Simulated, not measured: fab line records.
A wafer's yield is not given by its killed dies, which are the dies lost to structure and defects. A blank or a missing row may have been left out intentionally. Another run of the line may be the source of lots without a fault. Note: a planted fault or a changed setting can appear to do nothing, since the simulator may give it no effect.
fab line records	flow n5Finfet	part 1 of 2: steps 1 to 18 of 26
[record] lots = 5	wafers = 15	lastDay = 16
route steps=1938 shown SDB@354 DUMMY_REMOVAL@377
lots untouched by any fault: they come from a run of this same line in which no faults occurred
startH: hours from the record's opening day to when the first of the lot's shown wafers began	waitH: how many hours have passed since the lot's step before this one	" identical to the entry in the row above	L1.1+2: one row covering several wafers at once	- value missing, or start not given	* or withheld: withheld	< > ~ a bound
route shown NAME@n: a module of which the file shows steps, and the number in the route of the first	usual: average and standard deviation across the fault-free wafers	same: alike in all rows	chamber/n: place in a boat	sites: per-site readings	_std_site: the standard deviation of these	_edge_site: inner sites' mean taken away from outer sites' mean	radiusMm: for every site, how far away it sits from the centre of the wafer	mask NAME#n: copy n	behind: tool/chamber where the wafer was last shaped	hold: reason for holding the lot/hours on hold/outcome of the hold	device: names the non-switching transistor (n, p or np)	end of line: the tests these same wafers got at the end of their route	step lacking rows: just its recipe	killed: not the wafer's yield, but the dies lost to structure and defects at the first sort	map: a wafer's dies, marking killed ones x, the rest . and places with no die _
set.NAME: the setting as run; set.NAME@STEP: as run at that earlier step	model.NAME: the simulator's own value behind a step, which no gauge read
lots seen at some steps along the route; tables by step, rows by wafer
services: a tool's chamber out of use, with start hour (startH, from the record's first day; less than 0 if before it), hours out, and reason
[[steps]]
[step N5_SDB_PEB_09]
[recipe] pebTempC = withheld	pebTimeS = 60	resist = CAR-ArF
lot.wafer	tool	chamber	startH	waitH
L085.1+4+5	lithoTrack-01	0	135.15	0.1
L086.1+5+6	lithoTrack-05	0	143.64	0.1
L087.1+3+5	lithoTrack-05	0	146.47	0.1
L088.3+4+6	lithoTrack-01	0	150.12	0.0
L092.3+4+6	lithoTrack-01	0	173.44	0.0
[step N5_SDB_DEVELOP_10]
[recipe] developTimeS = 30	developer = TMAH	resist = CAR-ArF	rinseLiquid = diw	dry = airSpin	devTempC = 23
lot.wafer	tool	chamber	startH	waitH
L085.1+4+5	lithoTrack-01	0	-	-
L086.1+5+6	lithoTrack-05	0	-	-
L087.1+3+5	lithoTrack-05	0	-	-
L088.3+4+6	lithoTrack-01	0	-	-
L092.3+4+6	lithoTrack-01	0	-	-
[step N5_SDB_CD_MEAS_11]
[recipe] targetCdNm = 50	landingEnergyEv = 500	detector = seInlens	polarity = opening
[usual] cdNm = 49.6/1.3
lot.wafer	tool	chamber	startH	waitH	cdNm
L085.1	cdSem-01	0	135.21	-	47.3
L085.4	"	0	"	"	48.9
L085.5	"	0	"	"	47.9
L086.1	cdSem-01	0	143.71	-	48.4
L086.5	"	0	"	"	49.6
L086.6	"	0	"	"	49.9
L087.1	cdSem-02	0	146.54	-	50.8
L087.3	"	0	"	"	51.2
L087.5	"	0	"	"	52.6
L088.3	cdSem-03	0	150.19	-	50.6
L088.4	"	0	"	"	49.0
L088.6	"	0	"	"	48.6
L092.3	cdSem-03	0	173.51	-	49.6
L092.4	"	0	"	"	49.1
L092.6	"	0	"	"	49.5
[step N5_SDB_OVL_MEAS_12]
[recipe] pointsPerWafer = 44
[usual] SDB_OVL = 0.5/0.85
lot.wafer	tool	chamber	startH	waitH	SDB_OVL[nm]
L085.1	overlay-01	0	135.24	0.0	0.5
L085.4	"	0	"	"	1.2
L085.5	"	0	"	"	0.3
L086.1	overlay-02	0	143.74	0.0	-0.5
L086.5	"	0	"	"	0.5
L086.6	"	0	"	"	-0.6
L087.1	overlay-01	0	146.57	0.0	1.8
L087.3	"	0	"	"	1.0
L087.5	"	0	"	"	1.8
L088.3	overlay-02	0	150.22	0.0	1.2
L088.4	"	0	"	"	-0.1
L088.6	"	0	"	"	0.9
L092.3	overlay-02	0	173.54	0.0	0.3
L092.4	"	0	"	"	0.8
L092.6	"	0	"	"	0.8
[step N5_SDB_INSPECT_13]
[recipe] mode = adi	inspectInstrument = brightfield
[usual] rawDefectCount = 74/29
lot.wafer	tool	chamber	startH	waitH	rawDefectCount
L085.1	defectInspect-02	-	135.27	0.0	32
L085.4	"	-	"	"	74
L085.5	"	-	"	"	47
L086.1	defectInspect-02	-	143.76	0.0	58
L086.5	"	-	"	"	83
L086.6	"	-	"	"	46
L087.1	defectInspect-02	-	146.59	0.0	65
L087.3	"	-	"	"	65
L087.5	"	-	"	"	40
L088.3	defectInspect-01	-	150.24	0.0	41
L088.4	"	-	"	"	53
L088.6	"	-	"	"	54
L092.3	defectInspect-02	-	173.57	0.0	97
L092.4	"	-	"	"	56
L092.6	"	-	"	"	113
[step N5_SDB_DESCUM_16]
[recipe] chemistry = O2	timeS = 7.9	sourcePowerW = 50	biasPowerW = 20	pressureMtorr = 20	rfFrequencyHz = 2.712e+07	tempC = 40	resist = CAR-ArF	o2FlowSccm = 225
[usual] drypumpMotorCurrentA = 5.6/0.46	oesProductAu = 0.77/0.066	rfVppV = 243.6/1.3	showerheadPlenumPTorr = 2.13/0.059	throttleValvePct = 20.38/0.2
[same] timeS = 7.9
lot.wafer	tool	chamber	startH	waitH	drypumpMotorCurrentA	oesProductAu	rfHoursCounterH	rfVppV	showerheadPlenumPTorr	throttleValvePct
L085.1	rieDiel-03	3	135.31	0.0	5.9	0.68	236	243.5	2.18	20.54
L085.4	"	2	"	"	5.2	0.78	152	242.4	2.09	20.21
L085.5	"	1	"	"	5.4	0.77	-	243.7	2.10	20.13
L086.1	rieDiel-04	3	143.80	0.0	5.9	0.73	194	243.8	2.17	20.40
L086.5	"	2	"	"	6.0	0.71	-	242.6	2.08	20.35
L086.6	"	3	"	"	5.9	0.72	-	243.8	2.17	20.42
L087.1	rieDiel-04	1	146.63	0.0	6.0	0.86	32	243.0	2.13	20.55
L087.3	"	0	"	"	6.1	0.75	159	242.2	2.10	20.77
L087.5	"	3	"	"	5.9	0.72	-	243.4	2.17	20.42
L088.3	rieDiel-04	0	150.27	0.0	6.1	0.75	160	242.8	2.10	20.75
L088.4	"	2	"	"	6.1	0.70	230	241.8	2.08	20.36
L088.6	"	3	"	"	5.9	0.72	-	244.5	2.17	20.43
L092.3	rieDiel-01	1	173.60	0.0	5.1	0.70	237	244.1	2.17	20.56
L092.4	"	2	"	"	4.8	0.72	176	241.0	2.01	20.62
L092.6	"	1	"	"	5.1	0.68	-	243.2	2.17	20.57
[step N5_SDB_ETCH_17]
[recipe] chemistry = CF4	target = SiARC	targetDepthA = 234	maskMaterial = CAR-ArF	timeS = 39	ionEnergyEv = 80	pressureMtorr = 40	sourceW = 545	biasW = 36	Ar_flow_sccm = 100	cf4FlowSccm = 100	ends = cleared
[usual] biasW = 36.01/0.12	drypumpMotorCurrentA = 5.6/0.46	etchRfOnTimeS = 38.8/0.74	oesProductAu = 0.66/0.056	rfVppV = 184.4/1.2	showerheadPlenumPTorr = 2.17/0.062	throttleValvePct = 15.55/0.14
lot.wafer	tool	chamber	startH	waitH	biasW	drypumpMotorCurrentA	etchRfOnTimeS	oesProductAu	rfHoursCounterH	rfVppV	showerheadPlenumPTorr	throttleValvePct
L085.1	rieDiel-03	3	135.35	0.0	36.10	5.9	39.4	0.58	236	186.5	2.21	15.74
L085.4	"	2	"	"	35.96	5.2	38.7	0.67	152	184.4	2.14	15.48
L085.5	"	1	"	"	36.00	5.4	40.3	0.65	-	185.2	2.15	15.36
L086.1	rieDiel-04	3	143.83	0.0	35.86	5.9	39.4	0.62	194	186.0	2.21	15.60
L086.5	"	2	"	"	35.82	6.1	39.4	0.60	-	184.1	2.12	15.55
L086.6	"	3	"	"	35.79	5.9	39.3	0.62	-	186.0	2.21	15.58
L087.1	rieDiel-04	1	146.66	0.0	35.70	6.0	39.0	0.73	32	184.7	2.18	15.62
L087.3	"	0	"	"	35.98	6.1	40.2	0.64	159	183.3	2.13	15.83
L087.5	"	3	"	"	36.10	6.0	39.7	0.62	-	187.2	2.21	15.60
L088.3	rieDiel-04	0	150.31	0.0	36.01	6.1	39.9	0.64	160	183.9	2.13	15.83
L088.4	"	2	"	"	35.93	6.1	39.6	0.59	230	183.2	2.12	15.58
L088.6	"	3	"	"	35.92	5.9	39.1	0.62	-	185.2	2.20	15.61
L092.3	rieDiel-01	1	173.63	0.0	36.06	5.1	37.5	0.61	237	185.5	2.20	15.63
L092.4	"	2	"	"	36.02	4.8	39.3	0.61	176	182.5	2.05	15.70
L092.6	"	1	"	"	36.11	5.0	37.2	0.61	-	184.1	2.20	15.63
[step N5_SDB_ETCH_18]
[recipe] chemistry = N2/H2	target = SOC	targetDepthA = 1000	overetchA = 200	maskMaterial = SiARC	tempC = 40	timeS = 150	ionEnergyEv = 200	pressureMtorr = 30	sourceW = 840	biasW = 150	n2FlowSccm = 200	h2FlowSccm = 200
[usual] biasW = 150.0/0.44	drypumpMotorCurrentA = 5.6/0.46	oesProductAu = 0.69/0.055	rfVppV = 524.8/2.3	showerheadPlenumPTorr = 2.58/0.072	throttleValvePct = 17.72/0.19
[same] timeS = 150
lot.wafer	tool	chamber	startH	waitH	biasW	drypumpMotorCurrentA	oesProductAu	rfHoursCounterH	rfVppV	showerheadPlenumPTorr	throttleValvePct
L085.1	rieDiel-03	3	135.39	0.0	150.6	5.9	0.61	236	524.9	2.62	17.86
L085.4	"	2	"	"	149.5	5.2	0.70	152	525.2	2.53	17.55
L085.5	"	1	"	"	150.1	5.4	0.69	-	523.8	2.56	17.61
L086.1	rieDiel-04	3	143.87	0.0	150.6	5.9	0.66	194	526.8	2.62	17.73
L086.5	"	2	"	"	150.4	6.1	0.63	-	523.6	2.51	17.62
L086.6	"	3	"	"	150.6	5.9	0.65	-	526.6	2.62	17.73
L087.1	rieDiel-04	1	146.70	0.0	150.3	6.0	0.77	32	524.1	2.60	17.88
L087.3	"	0	"	"	150.3	6.1	0.68	159	522.6	2.53	18.03
L087.5	"	3	"	"	150.1	6.0	0.65	-	525.9	2.62	17.74
L088.3	rieDiel-04	0	150.34	0.0	149.8	6.1	0.68	160	522.9	2.53	18.03
L088.4	"	2	"	"	149.8	6.0	0.63	230	524.2	2.51	17.62
L088.6	"	3	"	"	149.4	6.0	0.65	-	526.8	2.62	17.74
L092.3	rieDiel-01	1	173.67	0.0	150.1	5.0	0.63	237	526.6	2.62	17.88
L092.4	"	2	"	"	149.5	4.8	0.64	176	519.9	2.44	18.01
L092.6	"	1	"	"	148.8	5.0	0.63	-	525.1	2.62	17.89
[step N5_SDB_STRIP_19]
[recipe] chemistry = N2/H2	tempC = 40	n2FlowSccm = 200	h2FlowSccm = 200	rfFrequencyHz = 6e+07
lot.wafer	tool	chamber	startH	waitH
L085.1+4+5	rieDiel-03	3,2,1	135.51	0.1
L086.1+5+6	rieDiel-04	3,2,3	144.00	0.1
L087.1+3+5	rieDiel-04	1,0,3	146.83	0.1
L088.3+4+6	rieDiel-04	0,2,3	150.47	0.1
L092.3+4+6	rieDiel-01	1,2,1	173.80	0.1
[step N5_SDB_STRIP_21]
[recipe] chemistry = CF4	resist = SiARC	powerW = 300	biasPowerW = 75	pressureMtorr = 50	cf4FlowSccm = 150	rfFrequencyHz = 6e+07
[usual] drypumpMotorCurrentA = 5.6/0.46	oesProductAu = 0.76/0.061	rfVppV = 271.7/1.4	showerheadPlenumPTorr = 1.82/0.049	throttleValvePct = 13.52/0.15
lot.wafer	tool	chamber	startH	waitH	drypumpMotorCurrentA	oesProductAu	rfHoursCounterH	rfVppV	showerheadPlenumPTorr	throttleValvePct
L085.1	rieDiel-03	3	135.52	0.0	5.9	0.67	236	271.0	1.85	13.75
L085.4	"	2	"	"	5.2	0.78	152	271.4	1.80	13.50
L085.5	"	1	"	"	5.3	0.77	-	272.6	1.80	13.37
L086.1	rieDiel-04	3	144.01	0.0	5.9	0.73	194	271.7	1.84	13.58
L086.5	"	2	"	"	6.1	0.70	-	269.0	1.77	13.59
L086.6	"	3	"	"	5.9	0.72	-	271.5	1.84	13.60
L087.1	rieDiel-04	1	146.84	0.0	6.0	0.85	32	272.6	1.81	13.49
L087.3	"	0	"	"	6.1	0.75	159	272.1	1.79	13.84
L087.5	"	3	"	"	5.9	0.72	-	272.9	1.84	13.60
L088.3	rieDiel-04	0	150.48	0.0	6.1	0.75	160	271.3	1.79	13.84
L088.4	"	2	"	"	6.0	0.69	230	270.9	1.77	13.58
L088.6	"	3	"	"	5.9	0.73	-	271.1	1.84	13.59
L092.3	rieDiel-01	1	173.81	0.0	5.0	0.69	237	273.0	1.83	13.62
L092.4	"	2	"	"	4.8	0.72	176	269.9	1.72	13.69
L092.6	"	1	"	"	5.1	0.70	-	271.6	1.83	13.62
[step N5_SDB_HM_OPEN_20]
[recipe] chemistry = CH3F/O2	target = SiNx	maskMaterial = SOC	targetDepthA = 240	stopOn = poly-Si	overEtchFrac = 0.4	ionEnergyEv = 120	pressureMtorr = 30	sourceW = 395	biasW = 73	Ar_flow_sccm = 150	CH3F_flow_sccm = 30	O2_flow_sccm = 20
[usual] CH3F_flow_sccm = 30.00/0.093	biasW = 73.00/0.22	drypumpMotorCurrentA = 5.6/0.46	oesProductAu = 0.63/0.052	rfVppV = 296/5.3	showerheadPlenumPTorr = 2.03/0.062	throttleValvePct = 16.28/0.14
lot.wafer	tool	chamber	startH	waitH	CH3F_flow_sccm	biasW	drypumpMotorCurrentA	oesProductAu	rfHoursCounterH	rfVppV	showerheadPlenumPTorr	throttleValvePct
L085.1	rieDiel-03	3	135.54	0.0	30.01	73.18	5.9	0.55	236	288	2.06	16.43
L085.4	"	2	"	"	30.10	72.74	5.2	0.64	152	296	2.00	16.15
L085.5	"	1	"	"	29.98	73.00	5.4	0.64	-	301	2.00	16.07
L086.1	rieDiel-04	3	144.03	0.0	30.06	73.20	5.9	0.60	194	298	2.07	16.35
L086.5	"	2	"	"	29.97	73.19	6.0	0.58	-	302	1.98	16.29
L086.6	"	3	"	"	30.12	72.99	5.9	0.61	-	300	2.07	16.33
L087.1	rieDiel-04	1	146.86	0.0	30.11	72.74	6.0	0.71	32	301	2.05	16.46
L087.3	"	0	"	"	29.94	72.71	6.1	0.63	159	294	1.99	16.55
L087.5	"	3	"	"	30.00	72.68	5.9	0.60	-	300	2.07	16.36
L088.3	rieDiel-04	0	150.50	0.0	29.95	72.87	6.1	0.63	160	294	1.99	16.56
L088.4	"	2	"	"	29.95	73.13	6.0	0.58	230	303	1.98	16.31
L088.6	"	3	"	"	30.02	73.12	5.9	0.61	-	299	2.07	16.35
L092.3	rieDiel-01	1	173.83	0.0	29.98	72.96	5.1	0.56	237	295	2.06	16.40
L092.4	"	2	"	"	30.10	72.72	4.8	0.58	176	301	1.91	16.46
L092.6	"	1	"	"	30.02	72.91	5.0	0.58	-	297	2.07	16.41
[step N5_SDB_STRIP_22]
[recipe] chemistry = N2/H2	powerW = 1000	tempC = 250	h2Frac = 0.65	overashFraction = 0.3	pressureMtorr = withheld	n2FlowSccm = 1750	h2FlowSccm = 3250
[usual] drypumpMotorCurrentA = 5.8/0.7	heaterPowerW = 343/18	oesProductAu = 0.715/0.0044	stripTimeToEndpointS = 96.1/0.34
lot.wafer	tool	chamber	startH	waitH	drypumpMotorCurrentA	heaterPowerW	oesProductAu	rfHoursCounterH	stripTimeToEndpointS
L085.1	plasmaAsher-02	0	135.62	0.1	6.8	333	0.713	46	96.1
L085.4	"	1	"	"	5.7	379	0.717	-	96.1
L085.5	"	0	"	"	6.8	334	0.712	-	96.4
L086.1	plasmaAsher-02	0	144.11	0.1	6.7	329	0.713	48	96.4
L086.5	"	1	"	"	5.7	375	0.714	-	96.3
L086.6	"	0	"	"	6.8	332	0.720	-	96.6
L087.1	plasmaAsher-02	0	146.94	0.1	6.8	336	0.718	49	96.4
L087.3	"	0	"	"	6.8	335	0.711	-	97.0
L087.5	"	1	"	"	5.7	382	0.715	-	96.5
L088.3	plasmaAsher-01	1	150.62	0.1	4.9	343	0.715	-	96.9
L088.4	"	0	"	"	6.2	339	0.711	-	96.7
L088.6	"	0	"	"	6.1	335	0.715	-	96.5
L092.3	plasmaAsher-01	0	173.95	0.1	6.1	328	0.717	-	95.8
L092.4	"	1	"	"	4.9	344	0.712	-	96.1
L092.6	"	1	"	"	4.9	339	0.715	-	95.8
[step N5_SDB_PRECLEAN_23]
[recipe] chemistry = dHF	timeS = 30	tempC = 25	dilution = withheld
[same] timeS = 30
lot.wafer	tool	chamber	startH	waitH
L085.1+4+5	wetBench-03	7,0,6	135.77	0.1
L086.1+5+6	wetBench-03	1,6,2	144.25	0.1
L087.1+3+5	wetBench-05	3,5,7	147.08	0.1
L088.3+4+6	wetBench-06	7,5,0	150.73	0.1
L092.3+4+6	wetBench-05	7,2,6	174.05	0.1
[step N5_SDB_DUMMY_REMOVE_24]
[recipe] chemistry = TMAH	tempC = 70	target = poly-Si	stopOn = SiO2	targetDepthNm = 142	concWtPct = 5	timeS = 57	dry = ipaMarangoni	rinseTimeS = 30	rinseTempC = 23
[usual] bathGuardTempC = 69.9/0.46
[same] timeS = 57
lot.wafer	tool	chamber	startH	waitH	bathGuardTempC
L085.1	wetBench-03	7	135.78	0.0	69.0
L085.4	"	0	"	"	70.5
L085.5	"	6	"	"	69.6
L086.1	wetBench-03	1	144.27	0.0	69.7
L086.5	"	6	"	"	69.7
L086.6	"	2	"	"	70.3
L087.1	wetBench-05	3	147.09	0.0	69.7
L087.3	"	5	"	"	69.9
L087.5	"	7	"	"	69.5
L088.3	wetBench-06	7	150.74	0.0	70.0
L088.4	"	5	"	"	69.7
L088.6	"	0	"	"	70.0
L092.3	wetBench-05	7	174.07	0.0	69.0
L092.4	"	2	"	"	70.7
L092.6	"	6	"	"	69.4
[step N5_SDB_ETCH_25]
[recipe] chemistry = C4F6/O2	target = SiO2	targetDepthA = 100	timeS = 3.3	ionEnergyEv = 250	maskMaterial = SiNx	pressureMtorr = 30	sourceW = 345	biasW = 185	Ar_flow_sccm = 300	C4F6_flow_sccm = 10	O2_flow_sccm = 10
[usual] biasW = 184.9/0.56	drypumpMotorCurrentA = 5.6/0.46	oesProductAu = 0.77/0.063	rfVppV = 663/13	showerheadPlenumPTorr = 2.89/0.084	throttleValvePct = 21.10/0.17
[same] timeS = 3.3
lot.wafer	tool	chamber	startH	waitH	biasW	drypumpMotorCurrentA	oesProductAu	rfHoursCounterH	rfVppV	showerheadPlenumPTorr	throttleValvePct
L085.1	rieDiel-03	3	136.04	0.2	185.3	5.9	0.67	236	643	2.93	21.18
L085.4	"	1	"	"	185.3	5.4	0.77	125	672	2.84	20.81
L085.5	"	1	"	"	184.4	5.4	0.77	-	673	2.84	20.80
L086.1	rieDiel-01	0	144.33	0.0	184.5	5.8	0.76	146	649	2.85	21.03
L086.5	"	1	"	"	183.8	5.1	0.70	-	663	2.94	21.19
L086.6	"	2	"	"	185.1	4.7	0.73	-	679	2.73	21.27
L087.1	rieDiel-03	2	147.15	0.0	184.6	5.2	0.78	157	662	2.84	20.98
L087.3	"	0	"	"	185.0	5.3	0.81	94	659	2.99	20.89
L087.5	"	2	"	"	184.8	5.2	0.78	-	660	2.84	20.96
L088.3	rieDiel-01	0	151.46	0.7	185.4	5.8	0.76	150	647	2.85	21.03
L088.4	"	1	"	"	184.4	5.0	0.71	228	664	2.94	21.21
L088.6	"	3	"	"	185.8	6.2	0.85	-	646	3.04	21.08
L092.3	rieDiel-03	1	174.13	0.0	184.8	5.4	0.76	139	672	2.84	20.81
L092.4	"	0	"	"	185.4	5.3	0.80	103	657	2.98	20.89
L092.6	"	1	"	"	184.5	5.4	0.76	-	673	2.84	20.82
[step N5_SDB_CUT_ETCH_26]
[recipe] chemistry = HBr/Cl2/O2	target = Si	targetDepthA = 1296	btTimeS = 20	maskMaterial = SiNx	timeS = 51.8	ionEnergyEv = *	biasW = *	pressureMtorr = 10	icpW = 800	HBr_flow_sccm = 150	Cl2_flow_sccm = 80	O2_flow_sccm = 12
[usual] HBr_flow_sccm = 150.0/0.44	biasW = *	drypumpMotorCurrentA = 6.1/0.51	oesProductAu = 1.006/0.0097	throttleValvePct = 37.3/0.34
[same] timeS = 51.8
lot.wafer	tool	chamber	startH	waitH	HBr_flow_sccm	biasW	drypumpMotorCurrentA	oesProductAu	rfHoursCounterH	throttleValvePct
L085.1	rieSi-02	3	136.12	0.1	149.8	*	5.9	1.000	90	37.2
L085.4	"	2	"	"	149.1	*	6.7	1.007	108	36.8
L085.5	"	2	"	"	149.8	*	6.7	1.000	-	36.8
L086.1	rieSi-02	0	144.42	0.1	149.9	*	6.4	1.011	54	37.9
L086.5	"	0	"	"	149.8	*	6.4	1.011	-	37.9
L086.6	"	1	"	"	149.5	*	6.8	1.004	-	37.6
L087.1	rieSi-01	2	147.24	0.1	149.7	*	5.4	1.025	6	37.1
L087.3	"	3	"	"	149.5	*	6.3	1.000	44	37.2
L087.5	"	0	"	"	150.2	*	6.2	1.013	-	37.4
L088.3	rieSi-02	3	151.54	0.1	149.7	*	5.9	1.003	91	37.2
L088.4	"	1	"	"	150.1	*	6.8	0.991	-	37.6
L088.6	"	3	"	"	150.8	*	5.9	1.004	-	37.2
L092.3	rieSi-02	2	174.21	0.1	150.1	*	6.7	1.006	108	36.8
L092.4	"	0	"	"	150.1	*	6.4	1.015	55	37.9
L092.6	"	0	"	"	150.4	*	6.4	1.005	-	37.9
[step N5_SDB_PRECLEAN_38]
[recipe] chemistry = dHF	timeS = 10	dilution = 750:1	tempC = 25
[same] timeS = 10
lot.wafer	tool	chamber	startH	waitH
L085.1+4+5	wetBench-06	4,3,7	136.24	0.1
L086.1+5+6	wetBench-05	5,6,3	144.53	0.1
L087.1+3+5	wetBench-05	2,3,4	147.36	0.1
L088.3+4+6	wetBench-05	2,5,3	151.66	0.1
L092.3+4+6	wetBench-05	7,4,5	174.33	0.1
[step N5_SDB_PRECLEAN_39]
[recipe] chemistry = O3/DIW	timeS = 45	tempC = 22	o3Ppm = 10
[usual] o3Ppm = 10.00/0.099
[same] timeS = 45
lot.wafer	tool	chamber	startH	waitH	o3Ppm
L085.1	wetBench-06	4	136.24	0.0	9.98
L085.4	"	3	"	"	10.08
L085.5	"	7	"	"	10.08
L086.1	wetBench-05	5	144.54	0.0	10.11
L086.5	"	6	"	"	9.98
L086.6	"	3	"	"	10.01
L087.1	wetBench-05	2	147.36	0.0	9.98
L087.3	"	3	"	"	10.05
L087.5	"	4	"	"	10.01
L088.3	wetBench-05	2	151.66	0.0	9.91
L088.4	"	5	"	"	9.94
L088.6	"	3	"	"	10.09
L092.3	wetBench-05	7	174.33	0.0	9.91
L092.4	"	4	"	"	9.90
L092.6	"	5	"	"	9.99
